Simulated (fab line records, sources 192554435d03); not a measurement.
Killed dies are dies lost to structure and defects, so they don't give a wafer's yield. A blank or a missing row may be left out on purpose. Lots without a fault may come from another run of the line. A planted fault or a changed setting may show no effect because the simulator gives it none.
Chamber matching | flow n5_finfet | N5_FIN_SAQP_PECVD_48 on pecvd-03: 3 sister chambers
The step deposits SiNx from SiH4/NH3/N2, target thk 25 nm, time 22.1 s. 6 wafers are shown with their chamber, then 9 later ones without.

WAFERS WITH THEIR CHAMBER
wafer  | chamber | throttle_valve_pct (%) | heater_power_w (W)
L082.1 | 0       | 39.7                   | 743
L084.1 | 2       | 37.9                   | 923
L084.4 | 1       | 38.6                   | 736
L087.1 | 1       | 38.7                   | 762
L087.2 | 0       | 39.7                   | 826
L087.3 | 2       | 38.2                   | 837

WAFERS WITHOUT THEIR CHAMBER
wafer  | throttle_valve_pct (%) | heater_power_w (W)
L088.3 | 38.5                   | 785
L088.5 | 39.0                   | 778
L088.6 | 39.6                   | 698
L094.2 | 38.4                   | 877
L094.3 | 39.4                   | 813
L094.5 | 39.7                   | 827
L097.1 | 38.8                   | 904
L097.3 | 39.7                   | 743
L097.6 | 38.9                   | 907

WHICH CHAMBER EACH WENT THROUGH
wafer  | from the rows above     | in truth
L088.3 | 1                       | 1
L088.5 | 1                       | 1
L088.6 | 0                       | 0
L094.2 | can't be placed: 2 or 1 | 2
L094.3 | 0                       | 0
L094.5 | 0                       | 0
L097.1 | 1                       | 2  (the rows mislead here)
L097.3 | 0                       | 0
L097.6 | 1                       | 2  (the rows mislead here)
Placed correctly: 6 of 9. Can't be placed from these rows: 1 (the true chamber is among the candidates in 1). Placed wrongly: 2.
How it was worked out, from the rows above alone: a wafer's distance from a chamber is the root of the sum, over the readings, of the square of ((its reading less the chamber's mean) divided by the reading's scatter). The wafer belongs to the nearest chamber; if the next one is less than 2 further off, it can't be placed. A chamber's mean is the mean of its shown wafers. The scatter: the root of (the sum of the squares of (reading less its chamber's mean) over the shown wafers, divided by (wafers less chambers)).
